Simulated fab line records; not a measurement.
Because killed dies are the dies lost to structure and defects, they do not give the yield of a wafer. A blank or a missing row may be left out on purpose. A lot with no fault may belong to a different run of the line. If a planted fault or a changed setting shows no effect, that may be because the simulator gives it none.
Which tool was responsible? | flow n5Finfet | Sampling: 9 lots, 27 wafers, 3 of 1938 route steps

## WHAT THE GAUGES READ, wafer by wafer
N5_SDB_INSPECT_13: inspects for defects (brightfield).
lot  | measured    | on               | rawDefectCount
L628 | day 3 19:11 | defectInspect-01 | 116 62 88
L635 | day 5 12:28 | defectInspect-01 | 48 49 92
L637 | day 6 02:01 | defectInspect-02 | 39 62 30
L639 | day 6 14:10 | defectInspect-01 | 66 24 34
L640 | day 6 20:00 | defectInspect-02 | 61 96 56
L642 | day 7 07:53 | defectInspect-02 | 33 65 43
L647 | day 8 13:38 | defectInspect-02 | 38 25 66
L650 | day 9 09:26 | defectInspect-02 | 64 46 50
L651 | day 9 14:35 | defectInspect-02 | 24 49 53

## WHICH TOOL RAN EACH LOT (tool, then ch and the chambers of the sampled wafers, then the start)
lot  | N5_ILD0_LINER_00                | N5_ILD0_CMP_07
L628 | aldSin-04 ch 0,3, day 3 11:56   | cmp-03 ch 0,3, day 3 14:39
L635 | aldSin-02 ch 0,1,3, day 5 05:50 | cmp-04 ch 0,1,2, day 5 08:36
L637 | aldSin-01 ch 1,2,3, day 5 18:53 | cmp-03 ch 0,1,3, day 5 21:56
L639 | aldSin-01 ch 2,3, day 6 07:23   | cmp-01 ch 1,2, day 6 10:05
L640 | aldSin-02 ch 1,3, day 6 13:21   | cmp-03 ch 0,1,3, day 6 16:08
L642 | aldSin-02 ch 0,1,2, day 7 01:13 | cmp-04 ch 0,2,3, day 7 04:00
L647 | aldSin-04 ch 2,3, day 8 06:52   | cmp-03 ch 1,2, day 8 09:36
L650 | aldSin-01 ch 0,2,3, day 9 02:26 | cmp-03 ch 0,1,2, day 9 05:34
L651 | aldSin-01 ch 0,1,2, day 9 07:24 | cmp-04 ch 1,2,3, day 9 10:34
- N5_ILD0_LINER_00: material SiNx, target thk 4 nm, pulse time 1 s, purge time 2 s.
- N5_ILD0_CMP_07: polishes SiO2 flowable, stops on poly-Si, t overpolish 1.18 s, target thk 138.88 nm.

## THE ANSWER, worked out from the rows above alone
Rule: the usual values come from the lots themselves. Put in order of their means at a reading, lots are off if they are a third of the lots or fewer, leave a main group of 4 or more, and stand apart from it by a gap of 3 or more times the standard deviation of the main group's means; of several such gaps the widest counts. If all means in a main group match to the digits the tables above print for the reading, that group is not used. A lot without any number at a reading at which 4 lots or more have one is off too. Any other lot the step has rows for is counted as sound.
No lot is off on any of the readings shown, so nothing can be concluded from this.

## WHAT HAD BEEN PUT IN BY THE SIMULATOR
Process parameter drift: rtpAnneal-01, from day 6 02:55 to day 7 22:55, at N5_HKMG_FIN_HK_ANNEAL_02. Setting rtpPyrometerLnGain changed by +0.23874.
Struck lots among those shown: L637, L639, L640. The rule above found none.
